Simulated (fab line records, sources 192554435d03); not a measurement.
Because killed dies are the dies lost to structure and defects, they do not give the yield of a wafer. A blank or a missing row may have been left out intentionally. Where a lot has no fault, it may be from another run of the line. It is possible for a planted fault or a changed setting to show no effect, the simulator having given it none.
fab line records :: flow n5_finfet
record:
  lots: 7
  wafers: 39
route steps=1938 shown BEOL_M15@1827 PASSIVATION@1929
start_h: the number of hours between the record's first day and the start of the first shown wafer of the lot :: wait_h: how many hours have passed since the lot's step before this one :: " identical to the entry in the row above :: L1.1+2: a row that stands for several wafers :: - value missing, or start not given :: * or withheld: withheld :: < > ~ a bound
route shown NAME@n: names a module that has steps shown in the file, with the first one's number in the route :: usual: mean/standard deviation of fault-free wafers :: same: alike in all rows :: chamber/n: place in a boat :: sites: per-site readings :: _std_site: how widely they spread, as a standard deviation :: _edge_site: inner sites' mean taken away from outer sites' mean :: radius_mm: how far each site lies from the wafer's centre :: mask NAME#n: copy n :: behind: the last tool/chamber to shape the wafer :: hold: the reason the lot was held/the length of the hold in hours/how it ended :: device: whichever transistor did not switch (one of n, p or np) :: end of line: at the end of the route, the tests of the same wafers :: a step with no rows: only its recipe :: killed: dies lost to structure and defects at the first sort, not the wafer's yield :: map: shows each die of a wafer: x if killed, . if not, _ if none is there
set.NAME: setting as actually run; set.NAME@STEP: the setting as run at that earlier step :: model.NAME: the simulator's own value behind a step, which no gauge read
lots whose settings were changed on purpose; a table a step, a row a wafer
== steps ==
step: N5_BEOL_M15_DEP_53
recipe:
  material: SiCN
  target_thk_a: 500
  temp_c: withheld
  precursor: 3MS/NH3
  pressure_torr: 3
  rf_w: 675
  time_s: 17.8
lot.wafer: L076.1
tool: pecvd-01
chamber: 0
start_h: 259.83
wait_h: 0.0
set.target_thk_a: 500
model.SiCN_of_BEOL_M15_DEP_53.thk_nm: 49.2

lot.wafer: L076.2
tool: pecvd-01
chamber: 2
start_h: 259.83
wait_h: 0.0
set.target_thk_a: 500
model.SiCN_of_BEOL_M15_DEP_53.thk_nm: 50.8

lot.wafer: L076.3
tool: pecvd-01
chamber: 1
start_h: 259.83
wait_h: 0.0
set.target_thk_a: 500
model.SiCN_of_BEOL_M15_DEP_53.thk_nm: 50.2

lot.wafer: L076.4+6
tool: pecvd-01
chamber: 1,0
start_h: 259.83
wait_h: 0.0
set.target_thk_a: 500
model.SiCN_of_BEOL_M15_DEP_53.thk_nm: 51.2

lot.wafer: L076.5
tool: pecvd-01
chamber: 2
start_h: 259.83
wait_h: 0.0
set.target_thk_a: 500
model.SiCN_of_BEOL_M15_DEP_53.thk_nm: 51.4

lot.wafer: L080.1
tool: pecvd-04
chamber: 1
start_h: 305.18
wait_h: 0.0
set.target_thk_a: 331.5
model.SiCN_of_BEOL_M15_DEP_53.thk_nm: 33.6

lot.wafer: L080.2
tool: pecvd-04
chamber: 2
start_h: 305.18
wait_h: 0.0
set.target_thk_a: 500
model.SiCN_of_BEOL_M15_DEP_53.thk_nm: 50.6

lot.wafer: L080.3
tool: pecvd-04
chamber: 0
start_h: 305.18
wait_h: 0.0
set.target_thk_a: 331.5
model.SiCN_of_BEOL_M15_DEP_53.thk_nm: 33

lot.wafer: L080.4
tool: pecvd-04
chamber: 0
start_h: 305.18
wait_h: 0.0
set.target_thk_a: 500
model.SiCN_of_BEOL_M15_DEP_53.thk_nm: 50.4

lot.wafer: L080.5
tool: pecvd-04
chamber: 2
start_h: 305.18
wait_h: 0.0
set.target_thk_a: 500
model.SiCN_of_BEOL_M15_DEP_53.thk_nm: 51.2

lot.wafer: L080.6
tool: pecvd-04
chamber: 1
start_h: 305.18
wait_h: 0.0
set.target_thk_a: 331.5
model.SiCN_of_BEOL_M15_DEP_53.thk_nm: 34.4

lot.wafer: L081.1
tool: pecvd-01
chamber: 2
start_h: 325.14
wait_h: 0.0
set.target_thk_a: 500
model.SiCN_of_BEOL_M15_DEP_53.thk_nm: 48.8

lot.wafer: L081.2+3
tool: pecvd-01
chamber: 1,0
start_h: 325.14
wait_h: 0.0
set.target_thk_a: 500
model.SiCN_of_BEOL_M15_DEP_53.thk_nm: 49.4

lot.wafer: L081.4
tool: pecvd-01
chamber: 2
start_h: 325.14
wait_h: 0.0
set.target_thk_a: 500
model.SiCN_of_BEOL_M15_DEP_53.thk_nm: 50

lot.wafer: L081.5
tool: pecvd-01
chamber: 0
start_h: 325.14
wait_h: 0.0
set.target_thk_a: 500
model.SiCN_of_BEOL_M15_DEP_53.thk_nm: 49.2

lot.wafer: L081.6
tool: pecvd-01
chamber: 1
start_h: 325.14
wait_h: 0.0
set.target_thk_a: 500
model.SiCN_of_BEOL_M15_DEP_53.thk_nm: 50.2

lot.wafer: L085.1
tool: pecvd-04
chamber: 0
start_h: 342.19
wait_h: 0.0
set.target_thk_a: 500
model.SiCN_of_BEOL_M15_DEP_53.thk_nm: 49.4

lot.wafer: L085.2
tool: pecvd-04
chamber: 1
start_h: 342.19
wait_h: 0.0
set.target_thk_a: 500
model.SiCN_of_BEOL_M15_DEP_53.thk_nm: 50.2

lot.wafer: L085.3
tool: pecvd-04
chamber: 2
start_h: 342.19
wait_h: 0.0
set.target_thk_a: 500
model.SiCN_of_BEOL_M15_DEP_53.thk_nm: 49.6

lot.wafer: L085.4+6
tool: pecvd-04
chamber: 0,1
start_h: 342.19
wait_h: 0.0
set.target_thk_a: 500
model.SiCN_of_BEOL_M15_DEP_53.thk_nm: 50.4

lot.wafer: L085.5
tool: pecvd-04
chamber: 2
start_h: 342.19
wait_h: 0.0
set.target_thk_a: 500
model.SiCN_of_BEOL_M15_DEP_53.thk_nm: 50.6

lot.wafer: L086.1
tool: pecvd-01
chamber: 2
start_h: 343.49
wait_h: 0.0
set.target_thk_a: 500
model.SiCN_of_BEOL_M15_DEP_53.thk_nm: 49.6

lot.wafer: L086.2
tool: pecvd-01
chamber: 0
start_h: 343.49
wait_h: 0.0
set.target_thk_a: 604.8
model.SiCN_of_BEOL_M15_DEP_53.thk_nm: 59.2

lot.wafer: L086.3
tool: pecvd-01
chamber: 1
start_h: 343.49
wait_h: 0.0
set.target_thk_a: 604.8
model.SiCN_of_BEOL_M15_DEP_53.thk_nm: 59.4

lot.wafer: L086.4
tool: pecvd-01
chamber: 0
start_h: 343.49
wait_h: 0.0
set.target_thk_a: 604.8
model.SiCN_of_BEOL_M15_DEP_53.thk_nm: 60.2

lot.wafer: L086.5
tool: pecvd-01
chamber: 1
start_h: 343.49
wait_h: 0.0
set.target_thk_a: 500
model.SiCN_of_BEOL_M15_DEP_53.thk_nm: 50.4

lot.wafer: L086.6
tool: pecvd-01
chamber: 2
start_h: 343.49
wait_h: 0.0
set.target_thk_a: 500
model.SiCN_of_BEOL_M15_DEP_53.thk_nm: 50.6

lot.wafer: L094.1
tool: pecvd-03
chamber: 1
start_h: 394.55
wait_h: 0.0
set.target_thk_a: 500
model.SiCN_of_BEOL_M15_DEP_53.thk_nm: 49.8

lot.wafer: L094.2
tool: pecvd-03
chamber: 0
start_h: 394.55
wait_h: 0.0
set.target_thk_a: 500
model.SiCN_of_BEOL_M15_DEP_53.thk_nm: 49.4

lot.wafer: L094.5
tool: pecvd-03
chamber: 1
start_h: 394.55
wait_h: 0.0
set.target_thk_a: 500
model.SiCN_of_BEOL_M15_DEP_53.thk_nm: 50.6

lot.wafer: L096.1+4+6
tool: pecvd-03
chamber: 2,1,0
start_h: 425.46
wait_h: 0.0
set.target_thk_a: 500
model.SiCN_of_BEOL_M15_DEP_53.thk_nm: 50.2

lot.wafer: L096.2
tool: pecvd-03
chamber: 0
start_h: 425.46
wait_h: 0.0
set.target_thk_a: 500
model.SiCN_of_BEOL_M15_DEP_53.thk_nm: 49.2

lot.wafer: L096.3
tool: pecvd-03
chamber: 1
start_h: 425.46
wait_h: 0.0
set.target_thk_a: 500
model.SiCN_of_BEOL_M15_DEP_53.thk_nm: 49.4

lot.wafer: L096.5
tool: pecvd-03
chamber: 2
start_h: 425.46
wait_h: 0.0
set.target_thk_a: 500
model.SiCN_of_BEOL_M15_DEP_53.thk_nm: 50.6
step: N5_PASSIVATION_PASS_ETCH_47
recipe:
  chemistry: CF4/O2
  target: SiNx
  target_depth_a: 7700
  time_s: 385
  ion_energy_ev: 100
  pressure_mtorr: 40
  source_w: 535
  bias_w: 49
  Ar_flow_sccm: 100
  cf4_flow_sccm: 100
  O2_flow_sccm: 10
lot.wafer: L076.1
tool: rie_diel-01
chamber: 1
start_h: 271.29
wait_h: 0.0
set.time_s: 385
model.etch.depth_nm: 773.5

lot.wafer: L076.2
tool: rie_diel-01
chamber: 0
start_h: 271.29
wait_h: 0.0
set.time_s: 385
model.etch.depth_nm: 773.1

lot.wafer: L076.3
tool: rie_diel-01
chamber: 3
start_h: 271.29
wait_h: 0.0
set.time_s: 385
model.etch.depth_nm: 778.2

lot.wafer: L076.4
tool: rie_diel-01
chamber: 2
start_h: 271.29
wait_h: 0.0
set.time_s: 385
model.etch.depth_nm: 768.6

lot.wafer: L076.5
tool: rie_diel-01
chamber: 2
start_h: 271.29
wait_h: 0.0
set.time_s: 385
model.etch.depth_nm: 772.8

lot.wafer: L076.6
tool: rie_diel-01
chamber: 3
start_h: 271.29
wait_h: 0.0
set.time_s: 385
model.etch.depth_nm: 769

lot.wafer: L080.1
tool: rie_diel-04
chamber: 0
start_h: 316.83
wait_h: 0.0
set.time_s: 481.3
model.etch.depth_nm: 960.4

lot.wafer: L080.2
tool: rie_diel-04
chamber: 3
start_h: 316.83
wait_h: 0.0
set.time_s: 385
model.etch.depth_nm: 775.8

lot.wafer: L080.3
tool: rie_diel-04
chamber: 1
start_h: 316.83
wait_h: 0.0
set.time_s: 385
model.etch.depth_nm: 766.8

lot.wafer: L080.4
tool: rie_diel-04
chamber: 2
start_h: 316.83
wait_h: 0.0
set.time_s: 481.3
model.etch.depth_nm: 961.4

lot.wafer: L080.5
tool: rie_diel-04
chamber: 3
start_h: 316.83
wait_h: 0.0
set.time_s: 385
model.etch.depth_nm: 777.7

lot.wafer: L080.6
tool: rie_diel-04
chamber: 0
start_h: 316.83
wait_h: 0.0
set.time_s: 481.3
model.etch.depth_nm: 946.7

lot.wafer: L081.1
tool: rie_diel-04
chamber: 1
start_h: 336.47
wait_h: 0.0
set.time_s: 385
model.etch.depth_nm: 772

lot.wafer: L081.2
tool: rie_diel-04
chamber: 3
start_h: 336.47
wait_h: 0.0
set.time_s: 250.4
model.etch.depth_nm: 507.1

lot.wafer: L081.3
tool: rie_diel-04
chamber: 0
start_h: 336.47
wait_h: 0.0
set.time_s: 385
model.etch.depth_nm: 768

lot.wafer: L081.4
tool: rie_diel-04
chamber: 2
start_h: 336.47
wait_h: 0.0
set.time_s: 250.4
model.etch.depth_nm: 508

lot.wafer: L081.5
tool: rie_diel-04
chamber: 0
start_h: 336.47
wait_h: 0.0
set.time_s: 385
model.etch.depth_nm: 767.3

lot.wafer: L081.6
tool: rie_diel-04
chamber: 1
start_h: 336.47
wait_h: 0.0
set.time_s: 250.4
model.etch.depth_nm: 503.8

lot.wafer: L085.1
tool: rie_diel-02
chamber: 0
start_h: 353.52
wait_h: 0.0
set.time_s: 385
model.etch.depth_nm: 791.8

lot.wafer: L085.2
tool: rie_diel-02
chamber: 2
start_h: 353.52
wait_h: 0.0
set.time_s: 385
model.etch.depth_nm: 751

lot.wafer: L085.3
tool: rie_diel-02
chamber: 1
start_h: 353.52
wait_h: 0.0
set.time_s: 385
model.etch.depth_nm: 754.1

lot.wafer: L085.4
tool: rie_diel-02
chamber: 3
start_h: 353.52
wait_h: 0.0
set.time_s: 385
model.etch.depth_nm: 741.6

lot.wafer: L085.5
tool: rie_diel-02
chamber: 1
start_h: 353.52
wait_h: 0.0
set.time_s: 385
model.etch.depth_nm: 756.6

lot.wafer: L085.6
tool: rie_diel-02
chamber: 2
start_h: 353.52
wait_h: 0.0
set.time_s: 385
model.etch.depth_nm: 756.2

lot.wafer: L086.1
tool: rie_diel-02
chamber: 2
start_h: 354.91
wait_h: 0.0
set.time_s: 385
model.etch.depth_nm: 758.4

lot.wafer: L086.2
tool: rie_diel-02
chamber: 3
start_h: 354.91
wait_h: 0.0
set.time_s: 385
model.etch.depth_nm: 744.4

lot.wafer: L086.3
tool: rie_diel-02
chamber: 0
start_h: 354.91
wait_h: 0.0
set.time_s: 225.5
model.etch.depth_nm: 460.4

lot.wafer: L086.4
tool: rie_diel-02
chamber: 1
start_h: 354.91
wait_h: 0.0
set.time_s: 385
model.etch.depth_nm: 751.8

lot.wafer: L086.5
tool: rie_diel-02
chamber: 1
start_h: 354.91
wait_h: 0.0
set.time_s: 225.5
model.etch.depth_nm: 442.7

lot.wafer: L086.6
tool: rie_diel-02
chamber: 0
start_h: 354.91
wait_h: 0.0
set.time_s: 225.5
model.etch.depth_nm: 460.2

lot.wafer: L094.1
tool: rie_diel-02
chamber: 0
start_h: 407.29
wait_h: 0.0
set.time_s: 385
model.etch.depth_nm: 789

lot.wafer: L094.2
tool: rie_diel-02
chamber: 1
start_h: 407.29
wait_h: 0.0
set.time_s: 385
model.etch.depth_nm: 751.8

lot.wafer: L094.5
tool: rie_diel-02
chamber: 0
start_h: 407.29
wait_h: 0.0
set.time_s: 385
model.etch.depth_nm: 785.1

lot.wafer: L096.1
tool: rie_diel-02
chamber: 2
start_h: 443.67
wait_h: 0.0
set.time_s: 385
model.etch.depth_nm: 761.7

lot.wafer: L096.2
tool: rie_diel-02
chamber: 0
start_h: 443.67
wait_h: 0.0
set.time_s: 537.6
model.etch.depth_nm: 1105

lot.wafer: L096.3
tool: rie_diel-02
chamber: 1
start_h: 443.67
wait_h: 0.0
set.time_s: 385
model.etch.depth_nm: 756.9

lot.wafer: L096.4
tool: rie_diel-02
chamber: 3
start_h: 443.67
wait_h: 0.0
set.time_s: 385
model.etch.depth_nm: 798.4

lot.wafer: L096.5
tool: rie_diel-02
chamber: 0
start_h: 443.67
wait_h: 0.0
set.time_s: 537.6
model.etch.depth_nm: 1104

lot.wafer: L096.6
tool: rie_diel-02
chamber: 1
start_h: 443.67
wait_h: 0.0
set.time_s: 537.6
model.etch.depth_nm: 1057
== key ==
split:
  step: N5_BEOL_M15_DEP_53
  setting: target_thk_a
  stated: 500
  by: wafer
response:
  step: N5_BEOL_M15_DEP_53
  reading: model.SiCN_of_BEOL_M15_DEP_53.thk_nm
  change: +0.49
  per: 1%
  r: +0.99
split:
  step: N5_PASSIVATION_PASS_ETCH_47
  setting: time_s
  stated: 385
  by: wafer
response:
  step: N5_PASSIVATION_PASS_ETCH_47
  reading: model.etch.depth_nm
  change: +7.52
  per: 1%
  r: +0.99
